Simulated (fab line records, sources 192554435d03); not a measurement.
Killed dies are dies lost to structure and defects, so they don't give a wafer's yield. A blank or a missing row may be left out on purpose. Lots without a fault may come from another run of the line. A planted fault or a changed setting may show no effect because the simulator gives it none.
Which tool did it? | flow n5_finfet | 24 lots, 72 wafers sampled, at 1 step of a route of 1938

WHAT THE GAUGES READ, wafer by wafer
N5_BEOL_M5_THK_MEAS_01.
lot  | measured     | on            | M5_ILD_THK (nm)
L074 | day 7 20:41  | film_metro-02 | 120.3 119.9 122.5
L075 | day 8 00:52  | film_metro-01 | 118.6 120.1 120.8
L077 | day 8 17:20  | film_metro-01 | 119.6 119.2 122.0
L076 | day 8 20:17  | film_metro-01 | 123.0 124.3 124.1
L078 | day 8 23:03  | film_metro-01 | 121.4 120.0 122.0
L079 | day 9 15:39  | film_metro-02 | 119.9 124.5 120.5
L081 | day 9 16:43  | film_metro-02 | 122.1 121.5 120.6
L080 | day 9 18:14  | film_metro-02 | 119.6 119.8 122.3
L082 | day 9 21:17  | film_metro-02 | 120.9 120.4 120.8
L083 | day 10 17:02 | film_metro-01 | 122.0 122.8 124.8
L084 | day 10 20:11 | film_metro-01 | 119.1 122.0 120.5
L085 | day 10 23:24 | film_metro-02 | 123.9 121.0 122.6
L086 | day 10 23:53 | film_metro-01 | 122.9 121.8 124.8
L088 | day 11 15:52 | film_metro-02 | 123.4 119.9 118.7
L087 | day 11 19:03 | film_metro-01 | 118.9 119.2 122.3
L089 | day 12 00:00 | film_metro-02 | 123.0 121.5 122.4
L090 | day 12 01:10 | film_metro-02 | 120.0 121.3 121.1
L091 | day 12 06:59 | film_metro-02 | 121.0 118.9 121.6
L093 | day 13 00:57 | film_metro-01 | 120.9 119.3 117.8
L092 | day 13 01:15 | film_metro-01 | 119.3 119.3 120.6
L094 | day 13 04:44 | film_metro-02 | 120.4 122.8 122.0
L095 | day 13 05:28 | film_metro-01 | 123.3 119.0 121.3
L096 | day 13 08:48 | film_metro-01 | 120.1 120.3 120.5
L097 | day 13 11:55 | film_metro-02 | 119.0 120.1 121.6

WHICH TOOL RAN EACH LOT (tool, then ch and the chambers of the sampled wafers, then the start)
The record holds no process step before these readings.

WHAT THE TOOLS THEMSELVES READ (means of the sampled wafers that have a number; where no wafer has one, the mark that the record gives instead)
The record holds no such reading with a usual standard deviation.

THE ANSWER, worked out from the rows above alone
Rule: what is usual is taken from the lots themselves. Put in order of their means at a reading, lots are off if they are a third of the lots or fewer, leave a main group of 4 or more, and stand apart from it by a gap of 3 or more times the standard deviation of the main group's means; of several such gaps the widest counts. A main group whose means are all the same, to the digits that the tables above print for the reading, isn't used. A lot without any number at a reading at which 4 lots or more have one is off too. The other lots that the step has rows for count as sound. The gauges are gone through in route order, then the tools' own readings, and for those a lot's mean is taken as printed above. The first step at which some lot is off is used, and at that step the reading that is off furthest; a lot without a number counts as furthest.
No lot is off at any reading shown: from this, nothing can be told.

WHAT THE SIMULATOR HAD PUT IN
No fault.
